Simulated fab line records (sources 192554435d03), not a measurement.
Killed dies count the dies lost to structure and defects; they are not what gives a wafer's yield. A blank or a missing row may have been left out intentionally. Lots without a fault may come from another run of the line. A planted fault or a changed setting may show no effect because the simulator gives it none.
3 desks looking at one fault -- flow n5Finfet -- each desk has only its own numbers; what lay behind them comes last

THE DEFECT DESK
For each lot, the counts of the inspections along the route, averaged over the sampled wafers that have a number. If a lot's mean is further than 4 standard deviations from the usual mean, the lot is out of limits and carries the mark OUT (the distance appears in the brackets).
Columns: A = rawDefectCount at N5_BEOL_M13_INSPECT_55, usual 69; B = rawDefectCount at N5_BEOL_M14_INSPECT_12, usual 1.9
lot,first seen here,A,B
L751,day 11 16:41,77,2.3
L756,day 13 03:20,103,0.3
L760,day 14 06:58,43,2.0
L770,day 16 14:53,73,1.7
L772,day 18 00:43,53,2.0
Finding of this desk: none of the 5 lots has anything out of limits.

DESK OF THE TOOL OWNER: pecvd-04
The tool's own readings at N5_BEOL_M14_ILD_DEP_00 (deposits SiO2 from TEOS/O2, target thk 1119.3 nm, time 237.4 s): means of the sampled wafers that have a number, for each lot that ran on this tool. If a lot's mean is further than 4 standard deviations from the usual mean, the lot is out of limits and carries the mark OUT (the distance appears in the brackets).
Columns: A = heaterPowerW at N5_BEOL_M14_ILD_DEP_00, usual 635 W; B = runLengthS at N5_BEOL_M14_ILD_DEP_00, usual 280.3 s; C = showerheadPlenumPTorr at N5_BEOL_M14_ILD_DEP_00, usual 8.39 Torr; D = throttleValvePct at N5_BEOL_M14_ILD_DEP_00, usual 18.4 %
lot,first seen here,A,B,C,D
L751,day 11 16:44,660,280.4,8.40,18.5
L756,day 13 03:22,674,281.1,8.38,18.5
L760,day 14 07:05,738,245.4 (-47) OUT,8.40,18.5
L772,day 18 00:45,642,279.7,8.42,18.5
This desk's finding: out of limits on L760; first on L760, day 14 07:05 (runLengthS at N5_BEOL_M14_ILD_DEP_00). In limits: L751, L756, L772.

THE METROLOGY DESK
What the gauges read, lot by lot, whatever tool the lot ran on: means of the sampled wafers that have a number. If a lot's mean is further than 4 standard deviations from the usual mean, the lot is out of limits and carries the mark OUT (the distance appears in the brackets).
Columns: A = M13_THK at N5_BEOL_M13_THK_MEAS_50, usual 422 nm; B = M13_RS at N5_BEOL_M13_RS_MEAS_54, usual 0.0450 ohm/sq; C = M14_ILD_THK at N5_BEOL_M14_THK_MEAS_01, usual 1115 nm; D = cdNm at N5_BEOL_M14_CD_MEAS_10, usual 249.2 nm; E = V13_OVL at N5_BEOL_M14_OVL_MEAS_11, usual -5 nm; F = cdNm at N5_BEOL_M14_CD_MEAS_17, usual 249 nm
lot,first seen here,A,B,C,D,E,F
L751,day 11 16:32,424,0.0454,1113,250.9,-8,250
L756,day 13 03:10,418,0.0448,1110,250.1,-10,252
L760,day 14 06:49,423,0.0448,962 (-9.0) OUT,252.3,-11,251
L770,day 16 14:44,413,0.0455,1098,246.3,-4,246
L772,day 18 00:34,415,0.0459,1128,248.6,-0,249
This desk reports L760 out of limits; the earliest was L760 at day 14 07:12 (M14_ILD_THK at N5_BEOL_M14_THK_MEAS_01). In limits: L751, L756, L770, L772.

BROUGHT TOGETHER
The tool owner's desk could have raised an alarm at day 14 07:05, on L760.
An alarm was possible from the metrology desk at day 14 07:12, on L760.
The defect desk saw nothing out of limits.
The defect desk has L760 on record, within its limits.
All the named lots went through N5_BEOL_M14_ILD_DEP_00 on pecvd-04.

WHAT THE SIMULATOR HAD INSERTED
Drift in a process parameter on pecvd-04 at N5_BEOL_M14_ILD_DEP_00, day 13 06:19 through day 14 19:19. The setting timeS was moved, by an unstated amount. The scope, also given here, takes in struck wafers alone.
Shown lots that were struck: L760.
Counting hours from when the fault started, the first reading out of limits came at 25 for the tool owner's desk and at 25 for the metrology desk.
